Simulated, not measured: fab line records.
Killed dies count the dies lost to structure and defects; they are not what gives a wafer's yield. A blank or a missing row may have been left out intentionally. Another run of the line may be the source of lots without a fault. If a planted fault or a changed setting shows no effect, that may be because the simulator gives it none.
fab line records	flow nandHarc
record: lots: 24	wafers: 72	lastDay: 24
route steps=1159 shown P_GATE@156 P_CONTACT@234 P_M1@307
lots that met no fault: from a run of the same line without faults
startH: the number of hours between the record's first day and the start of the first shown wafer of the lot	waitH: hours elapsed since this lot's preceding step	" as in the row above	L1.1+2: a row that stands for several wafers	- no value, or no start given	* or withheld: withheld	< > ~ a bound
route shown NAME@n: names a module that has steps shown in the file, with the first one's number in the route	usual: mean/standard deviation taken from wafers without a fault	same: alike in all rows	chamber/n: place in a boat	sites: each site's reading	_std_site: standard deviation across them	_edge_site: outer sites' mean less inner sites'	radiusMm: how far each site lies from the wafer's centre	mask NAME#n: copy n	behind: the last tool/chamber to shape the wafer	hold: why the lot was held/for how many hours/how that ended	device: transistor that didn't switch, given as n, p or np	end of line: at the end of the route, the tests of the same wafers	where a step has no rows: the recipe by itself	killed: dies that structure and defects cost at the first sort, which is not the same as the wafer's yield	map: per-die view of a wafer (x killed, . not killed, _ where there is no die)
set.NAME: the setting as run; set.NAME@STEP: as run at that earlier step	model.NAME: the simulator's own value behind a step, which no gauge read
one table for each step of the route and one row for each wafer, over a sample of lots
services: when a tool's chamber went out of use (startH, in hours from the record's first day, below 0 if earlier), for how many hours, and the reason
== steps ==
step: NHARC_P_GATE_ETCHBACK_37
recipe: targetDepthA: 345	timeS: 17.2	chf3FlowSccm: 50	o2FlowSccm: 10	arFlowSccm: 200	rfW: 500	biasW: 200	chemistry: CHF3/O2
usual: chamberPressureMTorr: 25.000/0.021	drypumpMotorCurrentA: 5.8/0.44	mfcArSccm: 200.1/0.55	oesProductAu: 0.95/0.036	rfVppV: 370.7/2.6	showerheadPlenumPTorr: 2.41/0.11	throttleValvePct: 20.572/0.01
lot.wafer	tool	chamber	startH	waitH	chamberPressureMTorr	drypumpMotorCurrentA	mfcArSccm	oesProductAu	rfHoursCounterH	rfVppV	showerheadPlenumPTorr	throttleValvePct
L074.4	rieDiel-01	3	-	-	24.969	5.6	199.4	0.92	23	373.4	2.52	20.577
L074.6	"	1	"	"	24.985	5.7	199.3	0.92	-	374.4	2.50	20.597
L074.5	"	2	"	"	25.006	5.5	199.7	0.92	-	369.7	2.28	20.571
L075.4	rieDiel-01	1	-	-	25.020	5.7	199.5	0.92	26	373.6	2.50	20.578
L075.6	"	2	"	"	25.023	5.6	199.4	0.91	-	369.7	2.28	20.580
L075.5	"	3	"	"	24.987	5.6	200.2	0.91	-	373.6	2.52	20.566
L076.1	rieDiel-01	2	-	-	24.995	5.6	200.9	0.92	29	367.0	2.28	20.555
L076.4	"	3	"	"	24.994	5.6	199.9	0.92	27	374.4	2.52	20.564
L076.3	"	1	"	"	24.966	5.7	199.7	0.92	29	372.8	2.50	20.596
L077.2	rieDiel-01	1	-	-	24.998	5.7	200.1	0.94	29	371.6	2.50	20.565
L077.1	"	2	"	"	24.995	5.5	200.5	0.92	29	368.6	2.28	20.584
L077.6	"	0	"	"	25.001	5.3	200.0	0.93	-	371.7	2.47	20.583
L079.2	rieDiel-01	3	-	-	25.023	5.6	199.8	0.99	28	372.7	2.52	20.585
L079.5	"	2	"	"	24.979	5.5	199.7	0.99	-	368.1	2.28	20.577
L079.6	"	3	"	"	25.040	5.6	199.3	0.99	-	373.3	2.52	20.565
L078.1	rieDiel-01	1	-	-	24.995	5.7	200.2	1.00	30	373.1	2.50	20.569
L078.2	"	2	"	"	25.019	5.6	200.0	1.00	30	368.2	2.28	20.565
L078.5	"	2	"	"	24.964	5.6	199.3	1.00	-	367.6	2.28	20.575
L080.3	rieDiel-04	0	-	-	24.985	5.9	200.1	0.92	7	371.8	2.47	20.584
L080.6	"	2	"	"	25.003	5.6	200.2	0.93	-	367.4	2.26	20.558
L080.5	"	3	"	"	24.978	6.1	201.2	0.93	-	373.7	2.54	20.562
L083.2	rieDiel-03	2	-	-	25.002	6.8	200.0	1.00	39	371.5	2.40	20.561
L083.1	"	0	"	"	25.000	5.3	200.4	1.00	41	367.4	2.25	20.566
L083.5	"	1	"	"	24.969	6.4	200.8	1.00	-	368.5	2.28	20.573
L081.2	rieDiel-01	0	-	-	25.021	5.3	200.8	1.01	2	372.0	2.47	20.594
L081.4	"	1	"	"	24.997	5.7	200.2	0.99	2	373.5	2.50	20.561
L081.6	"	0	"	"	25.000	5.3	201.3	1.00	-	372.3	2.47	20.577
L082.4	rieDiel-03	0	-	-	24.983	5.3	200.4	0.93	43	367.4	2.25	20.561
L082.1	"	2	"	"	25.040	6.8	200.2	0.94	41	371.3	2.40	20.582
L082.5	"	0	"	"	24.989	5.3	199.6	0.93	-	366.5	2.25	20.565
L085.3	rieDiel-03	1	-	-	25.002	6.4	200.2	0.93	41	367.8	2.28	20.575
L085.1	"	2	"	"	25.027	6.7	199.5	0.94	42	369.8	2.40	20.576
L085.6	"	2	"	"	24.995	6.7	200.8	0.93	-	371.5	2.40	20.575
L084.3	rieDiel-03	3	-	-	25.002	6.4	200.6	0.94	41	372.9	2.54	20.567
L084.1	"	1	"	"	24.997	6.4	200.0	0.93	41	367.2	2.28	20.576
L084.2	"	2	"	"	24.991	6.7	199.3	0.94	42	370.9	2.40	20.556
L087.1	rieDiel-03	0	-	-	24.965	5.3	199.9	1.01	52	366.8	2.24	20.576
L087.6	"	2	"	"	25.003	6.7	199.5	1.00	-	368.9	2.40	20.569
L087.5	"	3	"	"	25.021	6.4	200.6	1.01	-	373.8	2.54	20.562
L086.2	rieDiel-01	0	-	-	25.023	5.3	200.6	0.92	6	370.6	2.47	20.565
L086.1	"	2	"	"	25.026	5.5	200.8	0.92	5	367.9	2.28	20.574
L086.6	"	1	"	"	24.997	5.7	200.5	0.93	-	372.8	2.50	20.551
L089.1	rieDiel-01	2	-	-	24.984	5.6	199.7	0.92	7	367.5	2.28	20.560
L089.2	"	3	"	"	25.030	5.6	200.3	0.92	7	374.4	2.52	20.570
L089.4	"	1	"	"	24.978	5.7	199.5	0.94	7	371.3	2.50	20.586
L088.1	rieDiel-01	0	-	-	25.022	5.3	199.3	0.92	7	371.3	2.47	20.547
L088.4	"	2	"	"	25.003	5.5	199.9	0.90	7	367.4	2.28	20.579
L088.6	"	1	"	"	25.007	5.8	200.8	0.91	-	373.1	2.50	20.574
L090.1	rieDiel-01	3	-	-	25.024	5.6	199.8	0.94	8	372.4	2.52	20.571
L090.3	"	0	"	"	24.991	5.3	199.5	0.92	8	372.1	2.47	20.567
L090.6	"	3	"	"	24.987	5.6	199.9	0.93	-	375.0	2.52	20.568
L092.2	rieDiel-03	3	-	-	24.952	6.4	199.2	0.99	54	373.4	2.54	20.571
L092.3	"	0	"	"	24.984	5.3	199.8	0.99	58	366.6	2.24	20.569
L092.4	"	1	"	"	24.984	6.4	201.1	0.99	57	366.9	2.27	20.574
L091.3	rieDiel-04	3	-	-	25.032	6.0	200.2	0.91	34	373.9	2.53	20.582
L091.4	"	0	"	"	25.018	5.9	200.0	0.93	34	373.2	2.46	20.554
L091.6	"	3	"	"	24.980	6.1	200.0	0.91	-	372.4	2.53	20.577
L093.1	rieDiel-04	3	-	-	25.012	6.0	199.8	0.99	34	373.6	2.53	20.583
L093.3	"	0	"	"	24.976	5.9	200.5	1.01	35	371.4	2.46	20.574
L093.6	"	3	"	"	25.007	6.1	199.7	0.99	-	373.2	2.53	20.571
L095.3	rieDiel-01	1	-	-	25.006	5.8	200.2	0.93	14	373.5	2.49	20.562
L095.4	"	2	"	"	24.971	5.6	199.8	0.92	14	368.7	2.27	20.590
L095.1	"	3	"	"	25.003	5.6	201.2	0.93	14	373.2	2.51	20.570
L094.4	rieDiel-01	1	-	-	24.997	5.7	200.1	0.93	14	370.5	2.49	20.566
L094.3	"	2	"	"	24.999	5.5	199.9	0.92	14	366.6	2.27	20.572
L094.1	"	3	"	"	25.007	5.6	200.4	0.93	14	373.4	2.51	20.585
L097.4	rieDiel-03	0	-	-	25.009	5.2	199.9	0.98	4	366.9	2.24	20.584
L097.2	"	2	"	"	24.973	6.7	199.5	1.01	3	370.0	2.39	20.571
L097.5	"	3	"	"	25.028	6.4	199.9	1.01	-	373.5	2.53	20.581
L096.4	rieDiel-01	3	-	-	25.010	5.6	200.4	0.93	15	373.9	2.51	20.573
L096.2	"	0	"	"	24.992	5.3	200.2	0.93	13	370.8	2.47	20.565
L096.6	"	1	"	"	25.015	5.7	200.7	0.92	-	372.6	2.49	20.580
step: NHARC_P_GATE_STRIP_95
recipe: powerW: 1500	tempC: 250	chemistry: O2
usual: drypumpMotorCurrentA: 5.4/0.35	heaterPowerW: 324/35	rfReflPowerW: 17/4.4
lot.wafer	tool	chamber	startH	waitH	drypumpMotorCurrentA	heaterPowerW	rfHoursCounterH	rfReflPowerW
L074.4	plasmaAsher-02	1	105.75	0.3	5.8	339	-	24
L074.6	"	0	"	"	5.8	344	-	11
L074.5	"	1	"	"	5.8	357	-	22
L075.4	plasmaAsher-02	0	114.43	0.3	5.8	360	-	11
L075.6	"	1	"	"	5.8	366	-	21
L075.5	"	0	"	"	5.8	348	-	12
L076.1	plasmaAsher-01	1	126.44	0.5	5.2	265	6	21
L076.4	"	0	"	"	5.0	344	-	16
L076.3	"	1	"	"	5.2	266	-	21
L077.1	plasmaAsher-02	1	126.64	0.6	5.8	353	40	22
L077.2	"	0	"	"	5.8	359	40	10
L077.6	"	0	"	"	5.8	353	-	11
L079.2	plasmaAsher-02	0	129.33	0.5	5.8	349	41	10
L079.6	"	1	"	"	5.8	354	-	21
L079.5	"	0	"	"	5.8	351	-	11
L078.2	plasmaAsher-01	0	132.31	0.6	5.0	337	9	14
L078.1	"	1	"	"	5.2	262	9	21
L078.5	"	0	"	"	5.0	344	-	13
L080.3	plasmaAsher-01	1	146.45	0.3	5.2	271	-	21
L080.5	"	0	"	"	5.0	338	-	14
L080.6	"	1	"	"	5.2	261	-	21
L083.1	plasmaAsher-02	0	162.39	0.6	5.8	362	50	11
L083.2	"	1	"	"	5.8	361	50	22
L083.5	"	0	"	"	5.8	352	-	11
L081.2	plasmaAsher-02	1	163.47	0.5	5.8	354	51	21
L081.4	"	0	"	"	5.8	356	-	11
L081.6	"	1	"	"	5.8	348	-	22
L082.1	plasmaAsher-01	0	168.46	0.6	5.0	332	20	14
L082.4	"	1	"	"	5.2	262	-	21
L082.5	"	1	"	"	5.2	267	-	20
L085.1	plasmaAsher-01	1	172.04	0.5	5.2	269	21	20
L085.3	"	0	"	"	5.0	334	-	14
L085.6	"	1	"	"	5.2	265	-	21
L084.2	plasmaAsher-02	0	172.71	0.6	5.8	338	56	12
L084.1	"	1	"	"	5.8	361	56	22
L084.3	"	1	"	"	5.8	364	-	22
L087.1	plasmaAsher-01	1	187.69	0.5	5.2	263	29	19
L087.6	"	0	"	"	5.0	340	-	14
L087.5	"	1	"	"	5.2	267	-	19
L086.1	plasmaAsher-01	0	189.02	0.6	5.0	340	31	15
L086.2	"	1	"	"	5.2	267	31	20
L086.6	"	1	"	"	5.2	271	-	21
L089.1	plasmaAsher-02	1	197.44	0.6	5.8	343	2	24
L089.2	"	0	"	"	5.8	336	2	12
L089.4	"	1	"	"	5.8	343	-	22
L088.1	plasmaAsher-01	0	199.60	0.5	5.0	342	33	14
L088.4	"	0	"	"	5.0	335	-	14
L088.6	"	1	"	"	5.2	274	-	21
L090.1	plasmaAsher-01	0	203.84	0.6	5.0	339	35	15
L090.3	"	1	"	"	5.2	261	-	20
L090.6	"	0	"	"	5.0	346	-	15
L092.2	plasmaAsher-01	0	212.46	0.5	5.0	338	38	14
L092.4	"	1	"	"	5.2	272	-	20
L092.3	"	0	"	"	5.0	332	-	16
L091.4	plasmaAsher-01	0	214.67	0.4	5.0	338	-	15
L091.3	"	1	"	"	5.2	277	-	20
L091.6	"	0	"	"	5.0	340	-	15
L093.1	plasmaAsher-01	1	219.95	0.5	5.2	265	41	21
L093.3	"	1	"	"	5.2	268	-	20
L093.6	"	1	"	"	5.2	272	-	21
L095.1	plasmaAsher-02	0	228.80	0.5	5.8	338	11	11
L095.3	"	1	"	"	5.8	345	-	23
L095.4	"	0	"	"	5.8	345	-	10
L094.1	plasmaAsher-02	0	229.55	0.6	5.8	334	12	12
L094.3	"	0	"	"	5.8	333	-	10
L094.4	"	1	"	"	5.8	339	-	22
L097.2	plasmaAsher-02	1	238.30	0.5	5.8	341	15	22
L097.4	"	1	"	"	5.8	338	-	20
L097.5	"	0	"	"	5.8	336	-	11
L096.2	plasmaAsher-01	1	241.53	0.5	5.2	266	47	21
L096.4	"	1	"	"	5.2	272	-	20
L096.6	"	0	"	"	5.0	342	-	14
step: NHARC_P_CONTACT_INSPECT_14
usual: rawDefectCount: 3.4/2.1
lot.wafer	tool	chamber	startH	waitH	rawDefectCount
L074.4	defectInspect-02	-	109.27	0.0	2
L074.5	"	-	"	"	0
L074.6	"	-	"	"	2
L075.4	defectInspect-02	-	117.94	0.0	4
L075.5	"	-	"	"	3
L075.6	"	-	"	"	2
L076.1	defectInspect-01	-	130.06	0.0	5
L076.3	"	-	"	"	4
L076.4	"	-	"	"	3
L077.1	defectInspect-01	-	130.23	0.0	5
L077.2	"	-	"	"	6
L077.6	"	-	"	"	1
L079.2	defectInspect-01	-	132.95	0.0	4
L079.5	"	-	"	"	3
L079.6	"	-	"	"	3
L078.1	defectInspect-02	-	135.89	0.0	6
L078.2	"	-	"	"	2
L078.5	"	-	"	"	3
L080.3	defectInspect-01	-	149.88	0.0	2
L080.5	"	-	"	"	4
L080.6	"	-	"	"	6
L083.1	defectInspect-02	-	165.99	0.0	3
L083.2	"	-	"	"	2
L083.5	"	-	"	"	5
L081.2	defectInspect-01	-	167.00	0.0	2
L081.4	"	-	"	"	1
L081.6	"	-	"	"	4
L082.1	defectInspect-01	-	172.03	0.0	6
L082.4	"	-	"	"	6
L082.5	"	-	"	"	4
L085.1	defectInspect-01	-	175.89	0.0	2
L085.3	"	-	"	"	2
L085.6	"	-	"	"	3
L084.1	defectInspect-01	-	176.28	0.0	6
L084.2	"	-	"	"	10
L084.3	"	-	"	"	10
L087.1	defectInspect-02	-	191.35	0.0	4
L087.5	"	-	"	"	5
L087.6	"	-	"	"	3
L086.1	defectInspect-01	-	192.58	0.0	2
L086.2	"	-	"	"	1
L086.6	"	-	"	"	3
L089.1	defectInspect-01	-	201.01	0.0	3
L089.2	"	-	"	"	4
L089.4	"	-	"	"	2
L088.1	defectInspect-02	-	203.05	0.0	1
L088.4	"	-	"	"	3
L088.6	"	-	"	"	2
L090.1	defectInspect-02	-	207.47	0.0	3
L090.3	"	-	"	"	0
L090.6	"	-	"	"	2
L092.2	defectInspect-01	-	215.88	0.0	7
L092.3	"	-	"	"	5
L092.4	"	-	"	"	6
L091.3	defectInspect-01	-	218.35	0.0	3
L091.4	"	-	"	"	4
L091.6	"	-	"	"	3
L093.1	defectInspect-02	-	223.64	0.0	1
L093.3	"	-	"	"	6
L093.6	"	-	"	"	0
L095.1	defectInspect-01	-	232.54	0.0	4
L095.3	"	-	"	"	1
L095.4	"	-	"	"	2
L094.1	defectInspect-01	-	233.13	0.0	2
L094.3	"	-	"	"	4
L094.4	"	-	"	"	2
L097.2	defectInspect-02	-	241.93	0.0	1
L097.4	"	-	"	"	1
L097.5	"	-	"	"	1
L096.2	defectInspect-01	-	245.55	0.0	4
L096.4	"	-	"	"	4
L096.6	"	-	"	"	4
step: NHARC_P_CONTACT_DEGAS_38
recipe: tempC: 300	timeS: 60
usual: heaterPowerW: 456/33
lot.wafer	tool	chamber	startH	waitH	heaterPowerW
L074.4	pvdSputter-02	-	111.01	-	508
L074.6	"	-	"	"	396
L074.5	"	-	"	"	494
L075.4	pvdSputter-02	-	119.59	-	405
L075.6	"	-	"	"	412
L075.5	"	-	"	"	502
L076.1	pvdSputter-03	-	131.73	-	473
L076.3	"	-	"	"	413
L076.4	"	-	"	"	458
L077.2	pvdSputter-02	-	131.89	-	501
L077.1	"	-	"	"	489
L077.6	"	-	"	"	414
L079.2	pvdSputter-03	-	134.70	-	421
L079.5	"	-	"	"	418
L079.6	"	-	"	"	452
L078.2	pvdSputter-03	-	137.53	-	470
L078.1	"	-	"	"	416
L078.5	"	-	"	"	416
L080.3	pvdSputter-01	-	151.54	-	394
L080.5	"	-	"	"	499
L080.6	"	-	"	"	465
L083.1	pvdSputter-02	-	167.63	-	501
L083.2	"	-	"	"	411
L083.5	"	-	"	"	407
L081.4	pvdSputter-03	-	168.67	-	420
L081.2	"	-	"	"	458
L081.6	"	-	"	"	414
L082.4	pvdSputter-01	-	173.71	-	505
L082.1	"	-	"	"	456
L082.5	"	-	"	"	469
L085.3	pvdSputter-02	-	177.71	-	499
L085.1	"	-	"	"	407
L085.6	"	-	"	"	404
L084.1	pvdSputter-01	-	177.95	-	463
L084.2	"	-	"	"	500
L084.3	"	-	"	"	428
L087.1	pvdSputter-03	-	193.00	-	471
L087.5	"	-	"	"	473
L087.6	"	-	"	"	466
L086.1	pvdSputter-03	-	194.23	-	489
L086.2	"	-	"	"	416
L086.6	"	-	"	"	468
L089.1	pvdSputter-03	-	202.81	-	470
L089.4	"	-	"	"	415
L089.2	"	-	"	"	470
L088.4	pvdSputter-01	-	204.71	-	465
L088.1	"	-	"	"	482
L088.6	"	-	"	"	450
L090.3	pvdSputter-03	-	209.11	-	466
L090.1	"	-	"	"	470
L090.6	"	-	"	"	461
L092.3	pvdSputter-03	-	217.52	-	410
L092.2	"	-	"	"	471
L092.4	"	-	"	"	477
L091.4	pvdSputter-01	-	220.00	-	423
L091.3	"	-	"	"	489
L091.6	"	-	"	"	419
L093.3	pvdSputter-01	-	225.29	-	487
L093.1	"	-	"	"	433
L093.6	"	-	"	"	497
L095.4	pvdSputter-03	-	234.20	-	476
L095.1	"	-	"	"	444
L095.3	"	-	"	"	473
L094.1	pvdSputter-01	-	234.82	-	481
L094.3	"	-	"	"	510
L094.4	"	-	"	"	459
L097.4	pvdSputter-02	-	243.58	-	426
L097.2	"	-	"	"	493
L097.5	"	-	"	"	476
L096.4	pvdSputter-02	-	247.24	-	418
L096.2	"	-	"	"	484
L096.6	"	-	"	"	474
step: NHARC_P_M1_PVD_20
recipe: targetThkA: 50	biasV: 168.6	powerW: 15000	chamberPressurePa: 0.12	timeS: 8.06	substrateTempC: 50	material: TaN
usual: throttleValvePct: 30.4/1.1
lot.wafer	tool	chamber	startH	waitH	throttleValvePct
L074.4	pvdSputter-02	-	-	-	31.2
L074.5	"	-	"	"	30.9
L074.6	"	-	"	"	31.4
L075.4	pvdSputter-03	-	-	-	29.4
L075.6	"	-	"	"	31.4
L075.5	"	-	"	"	31.2
L076.3	pvdSputter-01	-	-	-	30.2
L076.1	"	-	"	"	30.2
L076.4	"	-	"	"	31.5
L077.2	pvdSputter-03	-	-	-	31.5
L077.1	"	-	"	"	30.0
L077.6	"	-	"	"	31.5
L079.2	pvdSputter-02	-	-	-	30.5
L079.6	"	-	"	"	30.7
L079.5	"	-	"	"	28.4
L078.2	pvdSputter-02	-	-	-	31.4
L078.1	"	-	"	"	28.8
L078.5	"	-	"	"	30.5
L080.3	pvdSputter-03	-	-	-	29.3
L080.6	"	-	"	"	28.9
L080.5	"	-	"	"	31.4
L083.2	pvdSputter-03	-	-	-	31.9
L083.1	"	-	"	"	31.2
L083.5	"	-	"	"	31.9
L081.4	pvdSputter-03	-	-	-	31.5
L081.2	"	-	"	"	29.2
L081.6	"	-	"	"	31.5
L082.1	pvdSputter-03	-	-	-	29.4
L082.4	"	-	"	"	31.4
L082.5	"	-	"	"	30.1
L085.3	pvdSputter-03	-	-	-	30.2
L085.1	"	-	"	"	29.2
L085.6	"	-	"	"	31.4
L084.2	pvdSputter-02	-	-	-	28.6
L084.1	"	-	"	"	31.2
L084.3	"	-	"	"	30.4
L087.1	pvdSputter-02	-	-	-	28.4
L087.6	"	-	"	"	30.6
L087.5	"	-	"	"	31.2
L086.1	pvdSputter-01	-	-	-	32.0
L086.2	"	-	"	"	30.1
L086.6	"	-	"	"	27.8
L089.1	pvdSputter-01	-	-	-	31.7
L089.4	"	-	"	"	30.1
L089.2	"	-	"	"	30.1
L088.1	pvdSputter-01	-	-	-	31.8
L088.4	"	-	"	"	30.1
L088.6	"	-	"	"	31.8
L090.1	pvdSputter-01	-	-	-	30.0
L090.3	"	-	"	"	30.2
L090.6	"	-	"	"	28.3
L092.4	pvdSputter-02	-	-	-	30.4
L092.3	"	-	"	"	28.8
L092.2	"	-	"	"	30.9
L091.3	pvdSputter-01	-	-	-	29.9
L091.4	"	-	"	"	30.3
L091.6	"	-	"	"	31.7
L093.3	pvdSputter-02	-	-	-	31.3
L093.1	"	-	"	"	30.3
L093.6	"	-	"	"	30.3
L094.1	pvdSputter-01	-	-	-	32.0
L094.4	"	-	"	"	30.0
L094.3	"	-	"	"	28.3
L095.4	pvdSputter-03	-	-	-	31.5
L095.1	"	-	"	"	30.1
L095.3	"	-	"	"	31.8
L097.2	pvdSputter-02	-	-	-	30.2
L097.4	"	-	"	"	31.3
L097.5	"	-	"	"	30.3
L096.4	pvdSputter-03	-	-	-	30.4
L096.2	"	-	"	"	31.4
L096.6	"	-	"	"	31.3
step: NHARC_P_M1_PVD_21
recipe: targetThkA: 300	chamberPressurePa: 5	powerW: 5000	substrateTempC: 30	timeS: 20.49	material: Cu
usual: throttleValvePct: 30.3/1.1
lot.wafer	tool	chamber	startH	waitH	throttleValvePct
L074.4	pvdSputter-02	-	-	-	30.7
L074.5	"	-	"	"	30.8
L074.6	"	-	"	"	31.2
L075.4	pvdSputter-03	-	-	-	29.4
L075.6	"	-	"	"	30.4
L075.5	"	-	"	"	29.4
L076.1	pvdSputter-01	-	-	-	30.1
L076.4	"	-	"	"	31.3
L076.3	"	-	"	"	27.2
L077.1	pvdSputter-03	-	-	-	30.2
L077.2	"	-	"	"	31.3
L077.6	"	-	"	"	30.2
L079.2	pvdSputter-02	-	-	-	31.1
L079.5	"	-	"	"	28.5
L079.6	"	-	"	"	30.9
L078.2	pvdSputter-02	-	-	-	28.5
L078.1	"	-	"	"	31.5
L078.5	"	-	"	"	28.4
L080.3	pvdSputter-03	-	-	-	31.5
L080.6	"	-	"	"	30.4
L080.5	"	-	"	"	29.3
L083.2	pvdSputter-03	-	-	-	30.5
L083.1	"	-	"	"	31.0
L083.5	"	-	"	"	29.4
L081.2	pvdSputter-03	-	-	-	31.5
L081.4	"	-	"	"	30.2
L081.6	"	-	"	"	31.9
L082.1	pvdSputter-03	-	-	-	31.7
L082.4	"	-	"	"	31.4
L082.5	"	-	"	"	31.4
L085.3	pvdSputter-03	-	-	-	30.4
L085.1	"	-	"	"	29.3
L085.6	"	-	"	"	30.4
L084.1	pvdSputter-02	-	-	-	30.5
L084.2	"	-	"	"	30.7
L084.3	"	-	"	"	31.6
L087.1	pvdSputter-02	-	-	-	31.0
L087.5	"	-	"	"	31.4
L087.6	"	-	"	"	30.6
L086.2	pvdSputter-01	-	-	-	28.3
L086.1	"	-	"	"	31.9
L086.6	"	-	"	"	30.1
L089.1	pvdSputter-01	-	-	-	29.9
L089.4	"	-	"	"	31.8
L089.2	"	-	"	"	30.1
L088.4	pvdSputter-01	-	-	-	30.1
L088.1	"	-	"	"	28.2
L088.6	"	-	"	"	30.0
L090.1	pvdSputter-01	-	-	-	27.9
L090.3	"	-	"	"	31.7
L090.6	"	-	"	"	30.0
L092.2	pvdSputter-02	-	-	-	31.0
L092.4	"	-	"	"	29.2
L092.3	"	-	"	"	31.0
L091.3	pvdSputter-01	-	-	-	28.2
L091.4	"	-	"	"	32.0
L091.6	"	-	"	"	28.1
L093.3	pvdSputter-02	-	-	-	31.0
L093.1	"	-	"	"	29.4
L093.6	"	-	"	"	31.1
L094.1	pvdSputter-01	-	-	-	30.4
L094.4	"	-	"	"	30.0
L094.3	"	-	"	"	28.1
L095.4	pvdSputter-03	-	-	-	31.4
L095.3	"	-	"	"	31.3
L095.1	"	-	"	"	29.2
L097.4	pvdSputter-02	-	-	-	31.2
L097.2	"	-	"	"	29.2
L097.5	"	-	"	"	30.8
L096.4	pvdSputter-03	-	-	-	30.1
L096.2	"	-	"	"	31.4
L096.6	"	-	"	"	31.2
== services ==
tool	chamber	startH	hours	kind
plasmaAsher-02	-	86.44	1.4	repair
rieDiel-01	0	92.61	-	clean
rieDiel-01	1	92.61	-	clean
rieDiel-01	2	92.61	-	clean
rieDiel-01	3	92.61	-	clean
plasmaAsher-01	-	99.47	9.0	pm
pvdSputter-03	-	102.00	10.0	pm
plasmaAsher-01	-	109.28	1.0	repair
rieDiel-04	-	112.24	9.0	pm
rieDiel-01	0	117.11	-	clean
rieDiel-01	1	117.11	-	clean
rieDiel-01	2	117.11	-	clean
rieDiel-01	3	117.11	-	clean
rieDiel-03	3	123.73	5.0	repair
rieDiel-01	-	137.83	9.0	pm
pvdSputter-01	-	158.00	10.0	pm
plasmaAsher-02	-	183.00	9.0	pm
rieDiel-04	-	186.22	1.5	repair
rieDiel-04	3	192.49	1.6	repair
pvdSputter-02	-	214.00	10.0	pm
rieDiel-03	-	215.43	9.0	pm
rieDiel-01	0	217.65	4.0	repair
pvdSputter-03	-	221.53	4.7	repair
pvdSputter-03	-	237.53	4.9	repair
== key ==
fault none
